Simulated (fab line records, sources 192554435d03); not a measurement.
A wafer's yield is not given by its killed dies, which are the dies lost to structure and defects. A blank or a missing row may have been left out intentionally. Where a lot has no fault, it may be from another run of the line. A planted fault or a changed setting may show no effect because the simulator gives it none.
fab line records	flow n5-finfet
[record] lots = 7	wafers = 21
route steps=1938 shown SDB@350 HKMG_FIN@403 GATE_CUT@480 MOL_CONTACT_COAG@615 BEOL_M0_SAQP@672 BEOL_M1@758 BEOL_M2@879 BEOL_M3@980
start-h: hours from the record's opening day to when the first of the lot's shown wafers began	wait-h: hours since the lot's step before	" identical to the entry in the row above	L1.1+2: a single row standing in for several wafers	- no value present, or no start provided	* or withheld: withheld	< > ~ a bound
route shown NAME@n: names a module that has steps shown in the file, with the first one's number in the route	usual: mean/standard deviation taken from wafers without a fault	same: alike in all rows	chamber/n: place in a boat	sites: readings site by site	_std_site: the values' standard deviation	_edge_site: outer sites' mean less inner sites'	radius-mm: how far each site lies from the wafer's centre	mask NAME#n: copy n	behind: the tool/chamber that last shaped the wafer	hold: the reason the lot was held/the length of the hold in hours/how it ended	device: names the non-switching transistor (n, p or np)	end of line: the tests these same wafers got at the end of their route	a step with no rows: only its recipe	killed: not the wafer's yield, but the dies lost to structure and defects at the first sort	map: a wafer's dies, x killed, . not, _ none there
set.NAME: the run value of the setting; set.NAME@STEP: its run value at that earlier step	model.NAME: the simulator's own value behind a step, which no gauge read
lots whose settings were changed on purpose; a table a step, a row a wafer
[[steps]]
[step N5_SDB_COAT_05]
[recipe] resist = CAR-ArF	spin-rpm = 1500	resist-thk-nm = 90
lot.wafer	tool	chamber	start-h	wait-h	set.spin-rpm	model.CAR-ArF_of_SDB_COAT_05.thk-nm
L074.1	litho-track-02	0	-	-	1500	90.6
L074.4	"	0	"	"	1542	89.2
L074.5	"	0	"	"	1542	89
L080.1	litho-track-04	0	-	-	1667	85.4
L080.3	"	0	"	"	1500	90.4
L080.6	"	0	"	"	1500	90.2
L084.1	litho-track-03	0	-	-	1500	90.2
L084.2+3	"	0	"	"	1644	86.2
L087.2+3	litho-track-02	0	-	-	1500	90.2
L087.6	"	0	"	"	1500	90.4
L091.1	litho-track-02	0	-	-	1347	95.2
L091.4	"	0	"	"	1347	94.6
L091.5	"	0	"	"	1500	89.8
L094.1	litho-track-03	0	-	-	1650	85.8
L094.3	"	0	"	"	1500	89.8
L094.5	"	0	"	"	1500	90
L095.3+4+6	litho-track-04	0	-	-	1500	90
[step N5_HKMG_FIN_ETCH_55]
[recipe] chemistry = N2/H2	target = SOC	target-depth-a = 2400	temp-c = 40	time-s = 300	ion-energy-ev = 200	mask-material = SiARC	pressure-mtorr = 30	source-w = 840	bias-w = 150	n2-flow-sccm = 200	h2-flow-sccm = 200
lot.wafer	tool	chamber	start-h	wait-h	set.time-s	model.HKMG_FIN.feature-depth-nm	model.etch.depth-nm	model.SiARC_of_HKMG_FIN_COAT_42.thk-nm
L074.1	rie-diel-04	2	72.91	0.0	300	241.6	241.7	21.2
L074.4	"	3	"	"	335	268.8	268.9	19.6
L074.5	"	2	"	"	300	241.4	241.5	21.2
L080.1+6	rie-diel-05	2	107.21	0.0	300	234.6	234.5	21.4
L080.3	"	3	"	"	350.9	280.4	280.3	19
L084.1	rie-diel-04	2	133.46	0.0	300	243	242.9	21
L084.2	"	0	"	"	300	245.6	245.6	21
L084.3	"	3	"	"	260.7	211.8	211.7	22.8
L087.2	rie-diel-04	0	155.06	0.0	300	246	246.1	21
L087.3	"	1	"	"	349.6	279	278.9	19
L087.6	"	0	"	"	300	246.6	246.5	21
L091.1	rie-diel-02	3	174.40	0.0	331.1	259.4	259.4	20
L091.4	"	1	"	"	300	237.6	237.7	21.2
L091.5	"	1	"	"	300	238.2	238.2	21.2
L094.1	rie-diel-04	3	191.83	0.0	358.8	293.8	293.8	17.8
L094.3	"	1	"	"	358.8	286.4	286.4	18.8
L094.5	"	1	"	"	300	238.4	238.3	21.4
L095.3	rie-diel-04	2	197.15	0.0	300	240	240	21.2
L095.4	"	0	"	"	300	244.6	244.5	21
L095.6	"	2	"	"	300	239.8	239.9	21.2
[step N5_GATE_CUT_COAT_27]
[recipe] resist = underlayer	temp-c = 205	time-s = 60	spin-rpm = 1500	resist-thk-nm = 10
lot.wafer	tool	chamber	start-h	wait-h	set.spin-rpm	model.underlayer_of_GATE_CUT_COAT_27.thk-nm
L074.1	litho-track-01	0	-	-	1500	10
L074.4	"	0	"	"	1363	10.4
L074.5	"	0	"	"	1363	10.6
L080.1+6	litho-track-01	0	-	-	1500	10
L080.3	"	0	"	"	1628	9.6
L084.1+2	litho-track-03	0	-	-	1500	10
L084.3	"	0	"	"	1543	9.8
L087.2+6	litho-track-02	0	-	-	1500	10
L087.3	"	0	"	"	1366	10.6
L091.1+4	litho-track-03	0	-	-	1668	9.4
L091.5	"	0	"	"	1500	10
L094.1+5	litho-track-01	0	-	-	1500	10
L094.3	"	0	"	"	1419	10.2
L095.3+4+6	litho-track-02	0	-	-	1500	10
[step N5_GATE_CUT_COAT_07]
[recipe] resist = CAR-EUV	spin-rpm = 1500	resist-thk-nm = 30
[step N5_GATE_CUT_EBR_09]
[recipe] solvent = PGMEA	ebr-width-mm = 1.5
[step N5_GATE_CUT_DESCUM_18]
[recipe] chemistry = O2	time-s = 7	source-power-w = 50	bias-power-w = 20	pressure-mtorr = 20	rf-frequency-hz = 2.712e+07	temp-c = 40	resist = CAR-EUV	o2-flow-sccm = 225
[step N5_GATE_CUT_ETCH_28]
[recipe] chemistry = N2/H2	target = underlayer	target-depth-a = 130	mask-material = CAR-EUV	time-s = 10.4	ion-energy-ev = 200	pressure-mtorr = 30	source-w = 840	bias-w = 150	n2-flow-sccm = 200	h2-flow-sccm = 200	ends = cleared
lot.wafer	tool	chamber	start-h	wait-h	set.spin-rpm@GATE_CUT_COAT_27	model.CAR-EUV_of_GATE_CUT_COAT_07.thk-nm	model.etch.depth-nm
L074.1	rie-diel-03	1	85.06	0.0	1500	14.6	9.978
L074.4	"	2	"	"	1363	14	10.48
L074.5	"	3	"	"	1363	13.8	10.5
L080.1	rie-diel-06	3	119.00	0.0	1500	14.6	10.03
L080.3	"	2	"	"	1628	15	9.606
L080.6	"	2	"	"	1500	14.6	10.06
L084.1	rie-diel-06	3	146.16	0.0	1500	14.6	10.01
L084.2	"	0	"	"	1500	14.8	9.995
L084.3	"	1	"	"	1543	14.8	9.882
L087.2	rie-diel-01	2	166.70	0.0	1500	14.6	10.02
L087.3	"	3	"	"	1366	13.8	10.55
L087.6	"	2	"	"	1500	14.4	10.04
L091.1	rie-diel-01	2	186.23	0.0	1668	15.2	9.472
L091.4	"	0	"	"	1668	15.4	9.413
L091.5	"	1	"	"	1500	14.6	9.973
L094.1	rie-diel-01	1	204.14	0.0	1500	14.4	10.04
L094.3	"	0	"	"	1419	14.2	10.29
L094.5	"	3	"	"	1500	14.4	10.01
L095.3	rie-diel-03	3	208.91	0.0	1500	14.6	10.02
L095.4	"	0	"	"	1500	14.4	9.999
L095.6	"	0	"	"	1500	14.4	10.01
[step N5_MOL_CONTACT_COAG_VIA_ETCH_117]
[recipe] chemistry = C4F6/O2	target-depth-a = 400	overetch-a = 80	mask-material = SOC	target = SiO2	bias-w = 455	pressure-mtorr = 10	time-s = 26	source-w = 325	Ar_flow_sccm = 300	C4F6_flow_sccm = 10	O2_flow_sccm = 10	ion-energy-ev = 575.3	ends = end-point
[usual] rf-vpp-V = 1589/12
lot.wafer	tool	chamber	start-h	wait-h	set.bias-w	rf-vpp-V
L074.1	rie-diel-04	0	105.43	0.0	455	1589
L074.4	"	3	"	"	455	1598
L074.5	"	2	"	"	455	1588
L080.1	rie-diel-05	1	135.71	0.0	515.3	1739
L080.3	"	3	"	"	455	1584
L080.6	"	3	"	"	455	1584
L084.1	rie-diel-04	2	162.46	0.0	410.3	1468
L084.2	"	3	"	"	410.3	1479
L084.3	"	0	"	"	455	1587
L087.2	rie-diel-04	1	183.56	0.0	455	1565
L087.3	"	0	"	"	455	1587
L087.6	"	1	"	"	455	1567
L091.1	rie-diel-04	0	200.60	0.0	476.3	1642
L091.4	"	3	"	"	476.3	1652
L091.5	"	0	"	"	455	1587
L094.1	rie-diel-02	1	220.10	0.0	533.4	1804
L094.3	"	0	"	"	455	1586
L094.5	"	2	"	"	533.4	1803
L095.3	rie-diel-04	3	224.54	0.0	455	1597
L095.4	"	1	"	"	455	1566
L095.6	"	1	"	"	455	1567
[step N5_BEOL_M0_SAQP_ETCH_106]
[recipe] chemistry = N2/H2	target = SOC	target-depth-a = 1500	stop-on = SiNx	ion-energy-ev = 100	bias-w = 61	pressure-mtorr = 30	source-w = 850	n2-flow-sccm = 200	h2-flow-sccm = 200
lot.wafer	tool	chamber	start-h	wait-h	set.target-depth-a	model.SOC_of_BEOL_M0_SAQP_COAT_105.thk-nm
L074.1	rie-diel-01	0	114.85	-	1660	14.8
L074.4	"	2	"	"	1500	24.6
L074.5	"	2	"	"	1660	16.8
L080.1	rie-diel-03	2	143.64	-	1341	31.6
L080.3	"	1	"	"	1341	31.8
L080.6	"	2	"	"	1500	24.4
L084.1	rie-diel-03	3	173.08	-	1500	24
L084.2+3	"	0,1	"	"	1500	24.4
L087.2	rie-diel-03	0	193.12	-	1332	32.6
L087.3	"	3	"	"	1500	25
L087.6	"	3	"	"	1332	33.4
L091.1+4+5	rie-diel-03	2,3,3	209.51	-	1500	25.2
L094.1	rie-diel-06	3	228.68	-	1624	18.8
L094.3	"	2	"	"	1624	18
L094.5	"	0	"	"	1500	22.2
L095.3	rie-diel-03	3	233.47	-	1500	25.4
L095.4	"	1	"	"	1500	24.8
L095.6	"	1	"	"	1500	24.6
[step N5_BEOL_M0_SAQP_ETCH_107]
[recipe] chemistry = CH3F/O2	target = SiNx	target-depth-a = 300	mask-material = SOC	pressure-mtorr = 30	source-w = 395	bias-w = 73	Ar_flow_sccm = 150	CH3F_flow_sccm = 30	O2_flow_sccm = 20	ion-energy-ev = 120
[usual] rf-vpp-V = 298/3.2
lot.wafer	tool	chamber	start-h	wait-h	set.bias-w	rf-vpp-V	model.BEOL_M0_SAQP.feature-depth-nm
L074.1	rie-diel-01	0	114.91	0.0	73	301	30.4
L074.4	"	2	"	"	68.21	284	29
L074.5	"	2	"	"	68.21	285	29.2
L080.1	rie-diel-03	2	143.70	0.0	69.35	287	29.2
L080.3	"	1	"	"	69.35	284	29.2
L080.6	"	2	"	"	69.35	289	29.4
L084.1	rie-diel-03	3	173.14	0.0	60.04	255	27.6
L084.2	"	0	"	"	73	291	29.2
L084.3	"	1	"	"	73	296	29.8
L087.2	rie-diel-03	0	193.18	0.0	73	292	29.4
L087.3	"	3	"	"	73	299	29.4
L087.6	"	3	"	"	80.55	324	30.6
L091.1	rie-diel-03	2	209.57	0.0	63.93	270	28.6
L091.4	"	3	"	"	73	298	29.8
L091.5	"	3	"	"	63.93	267	28.4
L094.1	rie-diel-06	3	228.74	0.0	73	298	29.2
L094.3	"	2	"	"	73	300	29.8
L094.5	"	0	"	"	78.68	319	31.4
L095.3	rie-diel-03	3	233.53	0.0	73	299	29.6
L095.4	"	1	"	"	73	296	30
L095.6	"	1	"	"	73	294	30
[step N5_BEOL_M1_COAT_05]
[recipe] resist = CAR-EUV	spin-rpm = 1500	resist-thk-nm = 30
lot.wafer	tool	chamber	start-h	wait-h	set.spin-rpm	model.CAR-EUV_of_BEOL_M1_COAT_05.thk-nm
L074.1	litho-track-05	0	-	-	1421	31
L074.4+5	"	0	"	"	1421	30.8
L080.1	litho-track-01	0	-	-	1369	31.4
L080.3	"	0	"	"	1500	30.2
L080.6	"	0	"	"	1500	30
L084.1+2	litho-track-01	0	-	-	1428	30.8
L084.3	"	0	"	"	1500	30
L087.2+3	litho-track-01	0	-	-	1500	29.8
L087.6	"	0	"	"	1371	31.2
L091.1+5	litho-track-01	0	-	-	1500	30
L091.4	"	0	"	"	1425	30.8
L094.1+3	litho-track-01	0	-	-	1500	30
L094.5	"	0	"	"	1440	30.6
L095.3+4+6	litho-track-01	0	-	-	1500	30
[step N5_BEOL_M1_EBR_07]
[recipe] solvent = PGMEA	ebr-width-mm = 1.5
[step N5_BEOL_M1_SOFTBAKE_06]
[recipe] temp-c = 110	time-s = 60	resist = CAR-EUV
[step N5_BEOL_M1_DESCUM_16]
[recipe] chemistry = O2	time-s = 7	source-power-w = 50	bias-power-w = 20	pressure-mtorr = 20	rf-frequency-hz = 2.712e+07	temp-c = 40	resist = CAR-EUV	o2-flow-sccm = 225
lot.wafer	tool	chamber	start-h	wait-h	set.spin-rpm@BEOL_M1_COAT_05	model.CAR-EUV_of_BEOL_M1_COAT_05.thk-nm
L074.1+4	rie-diel-06	3,1	129.60	0.0	1421	27
L074.5	"	2	"	"	1421	26.8
L080.1	rie-diel-06	2	158.18	0.0	1369	27.6
L080.3+6	"	0,1	"	"	1500	26.2
L084.1	rie-diel-06	2	185.32	0.0	1428	26.8
L084.2	"	3	"	"	1428	27
L084.3	"	0	"	"	1500	26
L087.2	rie-diel-03	0	206.41	0.0	1500	25.8
L087.3	"	2	"	"	1500	26
L087.6	"	2	"	"	1371	27.4
L091.1	rie-diel-06	3	220.30	0.0	1500	26.2
L091.4	"	0	"	"	1425	26.8
L091.5	"	1	"	"	1500	26
L094.1+3	rie-diel-01	1,0	238.22	0.0	1500	26
L094.5	"	2	"	"	1440	26.8
L095.3+6	rie-diel-03	0	243.62	0.3	1500	26
L095.4	"	1	"	"	1500	26.2
[step N5_BEOL_M1_ETCH_64]
[recipe] chemistry = N2/H2	target = SOC	target-depth-a = 750	overetch-a = 150	mask-material = SiARC	temp-c = 40	time-s = 112.5	ion-energy-ev = 200	pressure-mtorr = 30	source-w = 840	bias-w = 150	n2-flow-sccm = 200	h2-flow-sccm = 200
lot.wafer	tool	chamber	start-h	wait-h	set.time-s	model.SiARC_of_BEOL_M1_COAT_62.thk-nm
L074.1	rie-diel-06	3	129.68	0.0	112.5	6.8
L074.4	"	1	"	"	112.5	6.6
L074.5	"	2	"	"	129.4	6
L080.1	rie-diel-06	2	158.26	0.0	112.5	6.8
L080.3+6	"	0,1	"	"	112.5	6.6
L084.1	rie-diel-06	2	185.40	0.0	112.5	6.8
L084.2	"	3	"	"	91.19	7.8
L084.3	"	0	"	"	91.19	7.6
L087.2	rie-diel-03	0	206.49	0.0	126.2	6.4
L087.3	"	2	"	"	126.2	6.2
L087.6	"	2	"	"	112.5	6.8
L091.1	rie-diel-06	3	220.38	0.0	126.1	6.2
L091.4+5	"	0,1	"	"	112.5	6.6
L094.1	rie-diel-01	1	238.30	0.0	123.2	6.4
L094.3	"	0	"	"	112.5	6.8
L094.5	"	2	"	"	112.5	7
L095.3+4+6	rie-diel-03	0,1,0	243.70	0.0	112.5	7
[step N5_BEOL_M1_STRIP_65]
[recipe] chemistry = N2/H2	temp-c = 40	n2-flow-sccm = 200	h2-flow-sccm = 200	rf-frequency-hz = 6e+07
[step N5_BEOL_M1_STRIP_75]
[recipe] chemistry = N2/H2	temp-c = 40	n2-flow-sccm = 200	h2-flow-sccm = 200	rf-frequency-hz = 6e+07
[step N5_BEOL_M1_STRIP_66]
[recipe] chemistry = CF4	resist = SiARC	power-w = 300	bias-power-w = 75	pressure-mtorr = 50	cf4-flow-sccm = 150	rf-frequency-hz = 6e+07
[step N5_BEOL_M1_HM_OPEN_17]
[recipe] chemistry = Cl2/BCl3	target-depth-a = 200	overetch-a = 60	target = TiN	mask-material = SOC	ion-energy-ev = 150	pressure-mtorr = 10	icp-w = 1000	bias-w = 126	Cl2_flow_sccm = 53.25	bcl3-flow-sccm = 21.75	Ar_flow_sccm = 25
lot.wafer	tool	chamber	start-h	wait-h	set.time-s@BEOL_M1_ETCH_64	model.etch.depth-nm
L074.1	rie-metal-01	0	129.85	0.0	112.5	19.81
L074.4	"	0	"	"	112.5	19.55
L074.5	"	1	"	"	129.4	18.08
L080.1	rie-metal-01	0	158.43	0.0	112.5	19.9
L080.3	"	0	"	"	112.5	19.96
L080.6	"	0	"	"	112.5	19.94
L084.1	rie-metal-02	0	185.57	0.0	112.5	19.8
L084.2	"	1	"	"	91.19	19.83
L084.3	"	1	"	"	91.19	19.68
L087.2	rie-metal-03	1	206.66	0.0	126.2	18.32
L087.3	"	0	"	"	126.2	18.56
L087.6	"	0	"	"	112.5	19.81
L091.1	rie-metal-03	1	220.55	0.0	126.1	18.31
L091.4	"	1	"	"	112.5	19.74
L091.5	"	0	"	"	112.5	19.65
L094.1	rie-metal-02	1	238.47	0.0	123.2	19.07
L094.3	"	1	"	"	112.5	20.23
L094.5	"	0	"	"	112.5	19.94
L095.3	rie-metal-03	1	243.89	0.1	112.5	19.68
L095.4	"	0	"	"	112.5	19.58
L095.6	"	0	"	"	112.5	19.55
[step N5_BEOL_M2_DESCUM_33]
[recipe] chemistry = O2	time-s = 7	source-power-w = 50	bias-power-w = 20	pressure-mtorr = 20	rf-frequency-hz = 2.712e+07	temp-c = 40	resist = CAR-EUV	o2-flow-sccm = 225
lot.wafer	tool	chamber	start-h	wait-h	set.time-s	model.CAR-EUV_of_BEOL_M2_COAT_22.thk-nm
L074.1	rie-diel-02	1	140.38	0.0	7	26.2
L074.4+5	"	0,3	"	"	8.329	25.4
L080.1	rie-diel-05	3	178.67	0.0	7	26.2
L080.3+6	"	0	"	"	8.555	25.4
L084.1+2+3	rie-diel-04	3,2,1	202.80	0.2	7	26
L087.2+6	rie-diel-04	1,0	217.38	0.2	7	26
L087.3	"	2	"	"	8.121	25.6
L091.1	rie-diel-05	2	235.62	0.1	7	26.2
L091.4	"	0	"	"	5.918	26.6
L091.5	"	2	"	"	7	26
L094.1+5	rie-diel-04	0,2	249.56	0.0	7.894	25.6
L094.3	"	3	"	"	7	26
L095.3+4+6	rie-diel-04	2,1,1	257.00	0.0	7	26.2
[step N5_BEOL_M2_ETCH_77]
[recipe] chemistry = N2/H2	target = underlayer	target-depth-a = 65	mask-material = CAR-EUV	time-s = 5.2	ion-energy-ev = 200	pressure-mtorr = 30	source-w = 840	bias-w = 150	n2-flow-sccm = 200	h2-flow-sccm = 200	ends = cleared
lot.wafer	tool	chamber	start-h	wait-h	set.time-s@BEOL_M2_DESCUM_33	model.CAR-EUV_of_BEOL_M2_COAT_22.thk-nm
L074.1	rie-diel-02	1	140.41	0.0	7	20.4
L074.4+5	"	0,3	"	"	8.329	19.6
L080.1	rie-diel-05	3	178.70	0.0	7	20.4
L080.3+6	"	0	"	"	8.555	19.6
L084.1+2+3	rie-diel-04	3,2,1	202.83	0.0	7	20.2
L087.2+6	rie-diel-04	1,0	217.42	0.0	7	20.4
L087.3	"	2	"	"	8.121	19.8
L091.1+5	rie-diel-05	2	235.65	0.0	7	20.4
L091.4	"	0	"	"	5.918	20.8
L094.1+5	rie-diel-04	0,2	249.60	0.0	7.894	19.8
L094.3	"	3	"	"	7	20.2
L095.3+4+6	rie-diel-04	2,1,1	257.03	0.0	7	20.4
[step N5_BEOL_M2_ETCH_69]
[recipe] chemistry = CF4	target = SiARC	target-depth-a = 156	mask-material = CAR-EUV	time-s = 26	ion-energy-ev = 80	pressure-mtorr = 40	source-w = 545	bias-w = 36	Ar_flow_sccm = 100	cf4-flow-sccm = 100	ends = cleared
lot.wafer	tool	chamber	start-h	wait-h	set.time-s@BEOL_M2_DESCUM_33	model.CAR-EUV_of_BEOL_M2_COAT_22.thk-nm
L074.1	rie-diel-02	1	140.43	0.0	7	11.2
L074.4	"	0	"	"	8.329	10.6
L074.5	"	3	"	"	8.329	10.4
L080.1	rie-diel-05	3	178.72	0.0	7	11.2
L080.3+6	"	0	"	"	8.555	10.4
L084.1+2+3	rie-diel-04	3,2,1	202.85	0.0	7	11
L087.2+6	rie-diel-04	1,0	217.43	0.0	7	11.2
L087.3	"	2	"	"	8.121	10.6
L091.1+5	rie-diel-05	2	235.67	0.0	7	11.2
L091.4	"	0	"	"	5.918	11.6
L094.1+5	rie-diel-04	0,2	249.62	0.0	7.894	10.6
L094.3	"	3	"	"	7	11
L095.3+4+6	rie-diel-04	2,1,1	257.05	0.0	7	11.2
[step N5_BEOL_M3_TRENCH_ETCH_37]
[recipe] chemistry = C4F6/O2	target-depth-a = 555.55	target = SiOC	time-s = 29.2	ion-energy-ev = 250	pressure-mtorr = 30	source-w = 355	bias-w = 185	Ar_flow_sccm = 300	C4F6_flow_sccm = 10	O2_flow_sccm = 10
[usual] rf-vpp-V = 667/6.4
lot.wafer	tool	chamber	start-h	wait-h	set.source-w	rf-vpp-V	model.etch.depth-nm	model.BEOL_M3.feature-depth-nm
L074.1	rie-diel-01	2	-	-	355	673	55.36	55.4
L074.4	"	0	"	"	316	713	53.56	53.6
L074.5	"	3	"	"	355	663	56.24	56.2
L080.1	rie-diel-01	1	-	-	302.9	724	52.84	52.8
L080.3	"	2	"	"	355	673	55.78	55.8
L080.6	"	0	"	"	302.9	728	53.35	53.4
L084.1	rie-diel-01	1	-	-	311.5	714	53.01	53
L084.2	"	0	"	"	355	673	55.81	55.8
L084.3	"	3	"	"	311.5	709	53.26	53.2
L087.2	rie-diel-01	2	-	-	294.1	741	51.23	51.2
L087.3	"	1	"	"	294.1	733	50.82	50.8
L087.6	"	3	"	"	355	660	55.73	55.8
L091.1	rie-diel-06	3	-	-	355	666	54.09	54
L091.4	"	0	"	"	332.5	697	54.41	54.4
L091.5	"	1	"	"	355	666	56.41	56.4
L094.1	rie-diel-03	1	-	-	355	660	55.55	55.6
L094.3	"	0	"	"	355	649	54.16	54.2
L094.5	"	0	"	"	355	651	53.96	54
L095.3	rie-diel-03	3	-	-	355	666	56.27	56.2
L095.4	"	0	"	"	355	649	54.16	54.2
L095.6	"	3	"	"	355	668	56.11	56.2
[step N5_BEOL_M3_ETCH_41]
[recipe] chemistry = CH3F/O2	target = SiCN	target-depth-a = 299	taper-deg = 2	time-s = 52.5	ion-energy-ev = 120	mask-material = TiN	pressure-mtorr = 30	source-w = 395	bias-w = 75	Ar_flow_sccm = 150	CH3F_flow_sccm = 30	O2_flow_sccm = 20
[step N5_BEOL_M3_STRIP_97]
[recipe] chemistry = N2/H2	time-s = 10	power-w = 450	temp-c = 40	pressure-mtorr = 20	rf-frequency-hz = 6e+07	bias-power-w = 7	n2-flow-sccm = 200	h2-flow-sccm = 200
[step N5_BEOL_M3_OCD_MEAS_38]
[usual] trench-depth-nm = 55.6/0.92
lot.wafer	tool	chamber	start-h	wait-h	set.source-w@BEOL_M3_TRENCH_ETCH_37	trench-depth-nm
L074.1	ocd-02	-	164.95	-	355	55.8
L074.4	"	-	"	"	316	53.4
L074.5	"	-	"	"	355	56.4
L080.1	ocd-02	-	201.90	-	302.9	52.6
L080.3	"	-	"	"	355	56.1
L080.6	"	-	"	"	302.9	53.4
L084.1	ocd-01	-	225.69	-	311.5	52.8
L084.2	"	-	"	"	355	55.9
L084.3	"	-	"	"	311.5	53.3
L087.2	ocd-02	-	244.93	-	294.1	51.5
L087.3	"	-	"	"	294.1	50.3
L087.6	"	-	"	"	355	55.8
L091.1	ocd-01	-	270.68	-	355	54.4
L091.4	"	-	"	"	332.5	54.2
L091.5	"	-	"	"	355	56.5
L094.1	ocd-02	-	287.50	-	355	55.9
L094.3	"	-	"	"	355	54.2
L094.5	"	-	"	"	355	53.9
L095.3	ocd-01	-	292.94	-	355	56.2
L095.4	"	-	"	"	355	54.2
L095.6	"	-	"	"	355	55.7
[[key]]
[split] step = N5_SDB_COAT_05	setting = spin-rpm	stated = 1500	by = wafer
[response] step = N5_SDB_COAT_05	reading = model.CAR-ArF_of_SDB_COAT_05.thk-nm	change = -0.444	per = 1%	r = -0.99
[split] step = N5_HKMG_FIN_ETCH_55	setting = time-s	stated = 300	by = wafer
[response] step = N5_HKMG_FIN_ETCH_55	reading = model.HKMG_FIN.feature-depth-nm	change = +2.42	per = 1%	r = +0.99
[response] step = N5_HKMG_FIN_ETCH_55	reading = model.etch.depth-nm	change = +2.42	per = 1%	r = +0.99
[response] step = N5_HKMG_FIN_ETCH_55	reading = model.SiARC_of_HKMG_FIN_COAT_42.thk-nm	change = -0.139	per = 1%	r = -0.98
[split] step = N5_GATE_CUT_COAT_27	setting = spin-rpm	stated = 1500	by = wafer
[response] step = N5_GATE_CUT_COAT_27	reading = model.underlayer_of_GATE_CUT_COAT_27.thk-nm	change = -0.0544	per = 1%	r = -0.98
[response] step = N5_GATE_CUT_ETCH_28	reading = model.CAR-EUV_of_GATE_CUT_COAT_07.thk-nm	change = +0.0633	per = 1%	r = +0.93
[response] step = N5_GATE_CUT_ETCH_28	reading = model.etch.depth-nm	change = -0.0522	per = 1%	r = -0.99
[split] step = N5_MOL_CONTACT_COAG_VIA_ETCH_117	setting = bias-w	stated = 455	by = wafer
[response] step = N5_MOL_CONTACT_COAG_VIA_ETCH_117	reading = rf-vpp-V	change = +12.2	per = 1%	r = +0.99
[split] step = N5_BEOL_M0_SAQP_ETCH_106	setting = target-depth-a	stated = 1500	by = wafer
[response] step = N5_BEOL_M0_SAQP_ETCH_106	reading = model.SOC_of_BEOL_M0_SAQP_COAT_105.thk-nm	change = -0.696	per = 1%	r = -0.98
[split] step = N5_BEOL_M0_SAQP_ETCH_107	setting = bias-w	stated = 73	by = wafer
[response] step = N5_BEOL_M0_SAQP_ETCH_107	reading = rf-vpp-V	change = +2.36	per = 1%	r = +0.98
[response] step = N5_BEOL_M0_SAQP_ETCH_107	reading = model.BEOL_M0_SAQP.feature-depth-nm	change = +0.126	per = 1%	r = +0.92
[split] step = N5_BEOL_M1_COAT_05	setting = spin-rpm	stated = 1500	by = wafer
[response] step = N5_BEOL_M1_COAT_05	reading = model.CAR-EUV_of_BEOL_M1_COAT_05.thk-nm	change = -0.157	per = 1%	r = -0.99
[response] step = N5_BEOL_M1_DESCUM_16	reading = model.CAR-EUV_of_BEOL_M1_COAT_05.thk-nm	change = -0.169	per = 1%	r = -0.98
[split] step = N5_BEOL_M1_ETCH_64	setting = time-s	stated = 112.5	by = wafer
[response] step = N5_BEOL_M1_ETCH_64	reading = model.SiARC_of_BEOL_M1_COAT_62.thk-nm	change = -0.0446	per = 1%	r = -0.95
[response] step = N5_BEOL_M1_HM_OPEN_17	reading = model.etch.depth-nm	shape = bent	at-lowest = 19.76	at-stated = 19.8	at-highest = 18.08
[split] step = N5_BEOL_M2_DESCUM_33	setting = time-s	stated = 7	by = wafer
[response] step = N5_BEOL_M2_DESCUM_33	reading = model.CAR-EUV_of_BEOL_M2_COAT_22.thk-nm	change = -0.0345	per = 1%	r = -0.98
[response] step = N5_BEOL_M2_ETCH_77	reading = model.CAR-EUV_of_BEOL_M2_COAT_22.thk-nm	change = -0.0356	per = 1%	r = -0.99
[response] step = N5_BEOL_M2_ETCH_69	reading = model.CAR-EUV_of_BEOL_M2_COAT_22.thk-nm	change = -0.0344	per = 1%	r = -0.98
[split] step = N5_BEOL_M3_TRENCH_ETCH_37	setting = source-w	stated = 355	by = wafer
[response] step = N5_BEOL_M3_TRENCH_ETCH_37	reading = rf-vpp-V	change = -3.96	per = 1%	r = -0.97
[response] step = N5_BEOL_M3_TRENCH_ETCH_37	reading = model.etch.depth-nm	change = +0.223	per = 1%	r = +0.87
[response] step = N5_BEOL_M3_TRENCH_ETCH_37	reading = model.BEOL_M3.feature-depth-nm	change = +0.225	per = 1%	r = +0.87
[response] step = N5_BEOL_M3_OCD_MEAS_38	reading = trench-depth-nm	change = +0.245	per = 1%	r = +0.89
